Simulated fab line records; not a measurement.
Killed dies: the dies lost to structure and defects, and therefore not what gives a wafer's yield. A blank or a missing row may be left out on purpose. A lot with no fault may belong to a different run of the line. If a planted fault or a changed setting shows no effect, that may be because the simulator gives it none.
fab line records | flow n5Finfet
record: lots: 13 | wafers: 38 | lastDay: 19
route steps=1938 shown FIN_SAQP@145 FIN_CUT@163 PASSIVATION@1936
lots that met no fault: taken from a fault-free run of the same line
startH: start of the lot's first displayed wafer, in hours after the record's first day | waitH: time in hours since the lot's previous step | " repeats the value in the row above | L1.1+2: several wafers, shown together as one row | - value missing, or start not given | * or withheld: withheld | < > ~ a bound
route shown NAME@n: names a module that has steps shown in the file, with the first one's number in the route | usual: mean and standard deviation over wafers with no fault | same: alike in all rows | chamber/n: place in a boat | sites: readings site by site | _std_site: their standard deviation | _edge_site: outer sites' mean less inner sites' | radiusMm: for every site, how far away it sits from the centre of the wafer | mask NAME#n: copy n | behind: the most recent tool/chamber to have shaped the wafer | hold: why the lot was held/for how many hours/how that ended | device: names the non-switching transistor (n, p or np) | end of line: at the end of the route, the tests of the same wafers | step lacking rows: just its recipe | killed: not the wafer's yield, but the dies lost to structure and defects at the first sort | map: dies across one wafer; x = killed, . = not, _ = none there
set.NAME: the setting that was run; set.NAME@STEP: the one run at that earlier step | model.NAME: the simulator's own value behind a step, which no gauge read
route steps across a sampled set of lots; one table per step, one row per wafer
services: the hour from which a tool's chamber was out of use, counted from the record's first day as startH (under 0 if before that day), plus the number of hours and why
== steps ==
step: N5_FIN_SAQP_HM_CD_35
recipe: targetCdNm: 8 | polarity: line
usual: cdNm: 8.16/0.24
lot.wafer | tool     | chamber | startH | waitH | cdNm
L548.2    | cdSem-01 | -       | 26.70  | 0.1   | 8.16
L548.3    | "        | -       | "      | "     | 8.02
L548.5    | "        | -       | "      | "     | 8.42
L549.1    | cdSem-02 | -       | 34.06  | 0.1   | 7.99
L549.5    | "        | -       | "      | "     | 8.24
L549.6    | "        | -       | "      | "     | 8.10
L550.2    | cdSem-01 | -       | 37.47  | 0.1   | 8.32
L550.3    | "        | -       | "      | "     | 7.98
L550.5    | "        | -       | "      | "     | 8.26
L551.4    | cdSem-01 | -       | 44.03  | 0.1   | 8.09
L551.5    | "        | -       | "      | "     | 8.18
L551.6    | "        | -       | "      | "     | 7.93
L552.1    | cdSem-01 | -       | 49.72  | 0.1   | 8.14
L552.2    | "        | -       | "      | "     | 8.01
L552.6    | "        | -       | "      | "     | 8.62
L553.5    | cdSem-02 | -       | 56.82  | 0.0   | 7.98
L553.6    | "        | -       | "      | "     | 8.13
L563.1    | cdSem-03 | -       | 116.89 | 0.1   | 8.04
L563.2    | "        | -       | "      | "     | 7.96
L563.6    | "        | -       | "      | "     | 7.91
L565.2    | cdSem-01 | -       | 128.97 | 0.1   | 8.05
L565.4    | "        | -       | "      | "     | 8.07
L565.6    | "        | -       | "      | "     | 8.21
L566.3    | cdSem-03 | -       | 135.20 | 0.1   | 7.67
L566.4    | "        | -       | "      | "     | 8.12
L566.5    | "        | -       | "      | "     | 7.83
L567.1    | cdSem-01 | -       | 140.34 | 0.1   | 8.50
L567.2    | "        | -       | "      | "     | 8.08
L567.5    | "        | -       | "      | "     | 8.45
L568.2    | cdSem-03 | -       | 146.31 | 0.1   | 8.34
L568.3    | "        | -       | "      | "     | 8.39
L568.5    | "        | -       | "      | "     | 8.27
L569.1    | cdSem-02 | -       | 152.54 | 0.1   | 8.02
L569.4    | "        | -       | "      | "     | 7.60
L569.5    | "        | -       | "      | "     | 8.09
L571.1    | cdSem-03 | -       | 163.51 | 0.1   | 7.96
L571.4    | "        | -       | "      | "     | 8.48
L571.6    | "        | -       | "      | "     | 8.16
step: N5_FIN_CUT_CD_MEAS_08
recipe: targetCdNm: 29.1 | landingEnergyEv: 500 | detector: seInlens | polarity: opening
usual: cdNm: 29.05/0.22
lot.wafer | tool     | chamber | startH | waitH | cdNm
L548.2    | cdSem-01 | 0       | 27.51  | -     | 29.07
L548.3    | "        | 0       | "      | "     | 29.07
L548.5    | "        | 0       | "      | "     | 29.02
L549.1    | cdSem-02 | 0       | 34.68  | -     | 29.03
L549.5    | "        | 0       | "      | "     | 28.89
L549.6    | "        | 0       | "      | "     | 29.03
L550.2    | cdSem-01 | 0       | 38.22  | -     | 28.67
L550.3    | "        | 0       | "      | "     | 28.84
L550.5    | "        | 0       | "      | "     | 29.08
L551.4    | cdSem-02 | 0       | 44.65  | -     | 29.02
L551.5    | "        | 0       | "      | "     | 29.41
L551.6    | "        | 0       | "      | "     | 28.82
L552.1    | cdSem-03 | 0       | 50.34  | -     | 29.17
L552.2    | "        | 0       | "      | "     | 28.97
L552.6    | "        | 0       | "      | "     | 29.17
L553.5    | cdSem-02 | 0       | 57.65  | -     | 29.20
L553.6    | "        | 0       | "      | "     | 28.98
L563.1    | cdSem-03 | 0       | 117.52 | -     | 29.02
L563.2    | "        | 0       | "      | "     | 28.98
L563.6    | "        | 0       | "      | "     | 29.03
L565.2    | cdSem-02 | 0       | 129.58 | -     | 29.19
L565.4    | "        | 0       | "      | "     | 29.33
L565.6    | "        | 0       | "      | "     | 29.08
L566.3    | cdSem-01 | 0       | 135.82 | -     | 28.91
L566.4    | "        | 0       | "      | "     | 29.20
L566.5    | "        | 0       | "      | "     | 28.95
L567.1    | cdSem-01 | 0       | 140.96 | -     | 29.00
L567.2    | "        | 0       | "      | "     | 29.19
L567.5    | "        | 0       | "      | "     | 28.68
L568.2    | cdSem-02 | 0       | 146.93 | -     | 29.02
L568.3    | "        | 0       | "      | "     | 29.08
L568.5    | "        | 0       | "      | "     | 29.17
L569.1    | cdSem-01 | 0       | 153.28 | -     | 28.96
L569.4    | "        | 0       | "      | "     | 28.74
L569.5    | "        | 0       | "      | "     | 28.86
L571.1    | cdSem-02 | 0       | 164.13 | -     | 29.13
L571.4    | "        | 0       | "      | "     | 29.25
L571.6    | "        | 0       | "      | "     | 29.43
step: N5_FIN_CUT_OVL_MEAS_09
recipe: pointsPerWafer: 522
usual: FIN_CUT_OVL: -0.2/0.63
lot.wafer | tool       | chamber | startH | waitH | FIN_CUT_OVL[nm]
L548.2    | overlay-02 | 0       | 27.54  | 0.0   | 0.1
L548.3    | "          | 0       | "      | "     | -0.9
L548.5    | "          | 0       | "      | "     | -0.6
L549.1    | overlay-02 | 0       | 34.71  | 0.0   | -0.4
L549.5    | "          | 0       | "      | "     | 0.3
L549.6    | "          | 0       | "      | "     | -0.2
L550.2    | overlay-01 | 0       | 38.25  | 0.0   | -0.3
L550.3    | "          | 0       | "      | "     | -0.2
L550.5    | "          | 0       | "      | "     | -0.1
L551.4    | overlay-02 | 0       | 44.69  | 0.0   | -0.2
L551.5    | "          | 0       | "      | "     | 0.2
L551.6    | "          | 0       | "      | "     | -0.6
L552.1    | overlay-01 | 0       | 50.37  | 0.0   | -1.0
L552.2    | "          | 0       | "      | "     | -0.5
L552.6    | "          | 0       | "      | "     | -0.3
L553.5    | overlay-02 | 0       | 57.70  | 0.0   | 0.6
L553.6    | "          | 0       | "      | "     | -1.2
L563.1    | overlay-02 | 0       | 117.55 | 0.0   | 0.0
L563.2    | "          | 0       | "      | "     | 0.3
L563.6    | "          | 0       | "      | "     | 0.3
L565.2    | overlay-02 | 0       | 129.62 | 0.0   | -0.6
L565.4    | "          | 0       | "      | "     | -1.7
L565.6    | "          | 0       | "      | "     | -0.9
L566.3    | overlay-01 | 0       | 135.86 | 0.0   | -0.3
L566.4    | "          | 0       | "      | "     | -1.3
L566.5    | "          | 0       | "      | "     | -0.3
L567.1    | overlay-01 | 0       | 140.99 | 0.0   | -0.3
L567.2    | "          | 0       | "      | "     | 0.5
L567.5    | "          | 0       | "      | "     | 0.3
L568.2    | overlay-01 | 0       | 146.96 | 0.0   | 1.0
L568.3    | "          | 0       | "      | "     | -0.3
L568.5    | "          | 0       | "      | "     | -0.6
L569.1    | overlay-02 | 0       | 153.32 | 0.0   | 0.0
L569.4    | "          | 0       | "      | "     | -0.9
L569.5    | "          | 0       | "      | "     | -0.4
L571.1    | overlay-02 | 0       | 164.16 | 0.0   | -0.4
L571.4    | "          | 0       | "      | "     | 0.3
L571.6    | "          | 0       | "      | "     | 0.9
step: N5_FIN_CUT_ETCH_20
recipe: chemistry: CF4 | target: SiARC | targetDepthA: 260 | maskMaterial: CAR-EUV | timeS: 43.3 | ionEnergyEv: 80 | pressureMtorr: 40 | sourceW: 545 | biasW: 36 | Ar_flow_sccm: 100 | cf4FlowSccm: 100 | ends: cleared
usual: drypumpMotorCurrentA: 5.5/0.45 | etchRfOnTimeS: 43.6/0.75 | oesProductAu: 0.65/0.051 | rfVppV: 184.6/1.1 | showerheadPlenumPTorr: 2.18/0.071 | throttleValvePct: 15.63/0.2
lot.wafer | tool       | chamber | startH | waitH | drypumpMotorCurrentA | etchRfOnTimeS | oesProductAu | rfHoursCounterH | rfVppV | showerheadPlenumPTorr | throttleValvePct
L548.2    | rieDiel-04 | 3       | 27.68  | 0.0   | 5.7                  | 42.9          | 0.69         | 95              | 183.2  | 2.16                  | 15.40
L548.3    | "          | 1       | "      | "     | 6.1                  | 43.4          | 0.61         | 187             | 182.2  | 2.05                  | 15.66
L548.5    | "          | 1       | "      | "     | 6.1                  | 43.2          | 0.61         | -               | 183.4  | 2.05                  | 15.66
L549.1    | rieDiel-02 | 3       | 34.96  | 0.0   | 5.5                  | 43.8          | 0.75         | 38              | 184.5  | 2.26                  | 15.28
L549.5    | "          | 0       | "      | "     | 5.1                  | 43.7          | 0.62         | -               | 184.7  | 2.22                  | 15.68
L549.6    | "          | 3       | "      | "     | 5.5                  | 43.4          | 0.75         | -               | 186.0  | 2.26                  | 15.27
L550.2    | rieDiel-02 | 1       | 38.39  | 0.0   | 5.1                  | 42.8          | 0.68         | 107             | 184.3  | 2.25                  | 15.32
L550.3    | "          | 3       | "      | "     | 5.5                  | 43.1          | 0.74         | 39              | 185.0  | 2.26                  | 15.28
L550.5    | "          | 0       | "      | "     | 5.0                  | 43.7          | 0.63         | -               | 183.6  | 2.22                  | 15.69
L551.4    | rieDiel-02 | 2       | 44.82  | 0.0   | 4.8                  | 57.9          | 0.65         | 34              | 185.9  | 2.27                  | 15.85
L551.5    | "          | 1       | "      | "     | 5.1                  | 42.6          | 0.68         | -               | 185.9  | 2.25                  | 15.32
L551.6    | "          | 0       | "      | "     | 5.0                  | 58.9          | 0.52         | -               | 184.8  | 2.22                  | 15.68
L552.1    | rieDiel-02 | 1       | 50.53  | 0.0   | 5.1                  | 42.9          | 0.67         | 110             | 185.4  | 2.25                  | 15.34
L552.2    | "          | 2       | "      | "     | 4.8                  | 42.5          | 0.76         | 36              | 184.8  | 2.27                  | 15.85
L552.6    | "          | 0       | "      | "     | 5.0                  | 59.8          | 0.52         | -               | 186.7  | 2.22                  | 15.69
L553.5    | rieDiel-02 | 2       | 57.84  | 0.0   | 4.8                  | 42.8          | 0.77         | -               | 183.5  | 2.27                  | 15.86
L553.6    | "          | 3       | "      | "     | 5.5                  | 58.9          | 0.63         | -               | 185.3  | 2.26                  | 15.29
L563.1    | rieDiel-04 | 3       | 117.69 | 0.0   | 5.7                  | 42.6          | 0.67         | 118             | 183.9  | 2.15                  | 15.45
L563.2    | "          | 1       | "      | "     | 6.1                  | 43.7          | 0.59         | 214             | 183.4  | 2.04                  | 15.71
L563.6    | "          | 1       | "      | "     | 6.1                  | 43.5          | 0.59         | -               | 183.7  | 2.04                  | 15.72
L565.2    | rieDiel-04 | 1       | 129.76 | 0.0   | 6.1                  | 43.8          | 0.59         | 218             | 182.8  | 2.04                  | 15.72
L565.4    | "          | 2       | "      | "     | 5.5                  | 44.8          | 0.62         | 174             | 183.5  | 2.13                  | 15.68
L565.6    | "          | 2       | "      | "     | 5.5                  | 44.7          | 0.62         | -               | 185.3  | 2.13                  | 15.68
L566.3    | rieDiel-02 | 2       | 135.99 | 0.0   | 4.8                  | 42.4          | 0.74         | 61              | 186.9  | 2.26                  | 15.91
L566.4    | "          | 0       | "      | "     | 5.0                  | 43.6          | 0.60         | 182             | 184.1  | 2.21                  | 15.73
L566.5    | "          | 2       | "      | "     | 4.8                  | 42.2          | 0.73         | -               | 184.6  | 2.26                  | 15.91
L567.1    | rieDiel-02 | 3       | 141.14 | 0.0   | 5.5                  | 44.1          | 0.70         | 70              | 186.8  | 2.25                  | 15.35
L567.2    | "          | 0       | "      | "     | 5.1                  | 44.1          | 0.60         | 184             | 185.9  | 2.21                  | 15.73
L567.5    | "          | 0       | "      | "     | 5.0                  | 44.0          | 0.60         | -               | 184.8  | 2.21                  | 15.73
L568.2    | rieDiel-01 | 3       | 147.10 | 0.0   | 4.6                  | 43.8          | 0.64         | 161             | 185.8  | 2.23                  | 15.49
L568.3    | "          | 1       | "      | "     | 5.8                  | 43.7          | 0.61         | 222             | 182.7  | 2.21                  | 15.92
L568.5    | "          | 0       | "      | "     | 5.5                  | 42.8          | 0.66         | -               | 186.1  | 2.23                  | 15.43
L569.1    | rieDiel-01 | 2       | 153.46 | 0.0   | 4.9                  | 42.7          | 0.65         | 146             | 182.5  | 2.15                  | 15.75
L569.4    | "          | 3       | "      | "     | 4.6                  | 43.7          | 0.64         | 163             | 186.2  | 2.23                  | 15.51
L569.5    | "          | 1       | "      | "     | 5.8                  | 44.1          | 0.60         | -               | 184.8  | 2.21                  | 15.93
L571.1    | rieDiel-01 | 1       | 164.33 | 0.0   | 5.8                  | 44.1          | 0.61         | 226             | 183.0  | 2.21                  | 15.95
L571.4    | "          | 0       | "      | "     | 5.5                  | 43.2          | 0.65         | 140             | 185.8  | 2.23                  | 15.43
L571.6    | "          | 3       | "      | "     | 4.6                  | 44.0          | 0.63         | -               | 184.6  | 2.22                  | 15.49
step: N5_PASSIVATION_PROBE_49
usual: killed_at_M0_to_M3: 36/11 | killed_at_M4_up: 13/5.1 | killedAtContacts: 14/4.9 | killedAtFrontEnd: 41/10 | killedAtOther: 3.4/2.6 | killedDies: 107/16 | killedOpen: 70/11 | killedShort: 36/7.8
same: grossDies: 1180 | killedAtBackSide: 0
lot.wafer | tool      | chamber | startH | waitH | killed_at_M0_to_M3 | killed_at_M4_up | killedAtContacts | killedAtFrontEnd | killedAtOther | killedDies | killedOpen | killedShort
L553.5    | prober-02 | -       | 334.88 | 0.2   | 33                 | 9               | 16               | 39               | 2             | 99         | 76         | 22
L553.6    | prober-02 | -       | 334.93 | 0.3   | 29                 | 16              | 23               | 26               | 1             | 95         | 60         | 35
killed by level:class
L553.5 MOL_CONTACT_COAG:geometricParticle:open=14 STI_FIN_REVEAL:geometricParticle:open=12 FIN_SAQP:geometricParticle:open=11 BEOL_M3:geometricParticle:open=9 BEOL_M2:geometricParticle:open=6 BEOL_M0_SAQP:geometricParticle:open=5 STI_FIN_REVEAL:geometricParticle:short=4 GATE_CUT:geometricParticle:short=4
L553.6 MOL_CONTACT_COAG:geometricParticle:open=17 STI_FIN_REVEAL:geometricParticle:open=12 BEOL_M0_SAQP:geometricParticle:short=8 MOL_CONTACT_COAG:geometricParticle:short=6 BEOL_M3:geometricParticle:open=6 BEOL_M0_SAQP:geometricParticle:open=5 BEOL_M4:geometricParticle:open=5 STI_FIN_REVEAL:geometricParticle:short=3
== services ==
tool       | chamber | startH | hours | kind
rieDiel-04 | 1       | 8.23   | 5.3   | repair
rieDiel-02 | -       | 9.99   | 15.6  | pm
rieDiel-04 | 0       | 15.45  | 16.7  | repair
rieDiel-04 | 3       | 40.64  | 4.0   | repair
rieDiel-04 | 3       | 87.56  | 2.5   | repair
rieDiel-02 | 0       | 100.91 | 6.0   | repair
rieDiel-02 | 2       | 137.47 | 6.3   | repair
== key ==
firstSign: step: N5_FIN_CUT_ETCH_20 | reading: etchRfOnTimeS | direction: up | sigmas: 20 | usual: * | struck: *
effect none on later readings
metAt N5_FIN_CUT_ETCH_20
struckLots L551,L552,L553
struckWafers L551.4,L551.6,L552.6,L553.6
testerLeftOut L551,L552,L553
notActingAt N5_FIN_SAQP_HM_CD_35,N5_FIN_CUT_CD_MEAS_08,N5_FIN_CUT_OVL_MEAS_09
onsetBetween 38.39 44.82
fault: kind: processParameterDrift | tool: rieDiel-02 | chamber: - | onsetH: 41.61 | steps: N5_FIN_CUT_ETCH_20 | channel: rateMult | offset: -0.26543 | shape: step | endH: 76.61 | scope: struckWafersOnly
testerLeftOut: of these lots the tester's yield and bins aren't shown, on N5 and GAA mostly nor the transistor test; their killed dies are dies lost to structure and defects alone, not to doping, threshold or leakage, so they don't give the yield
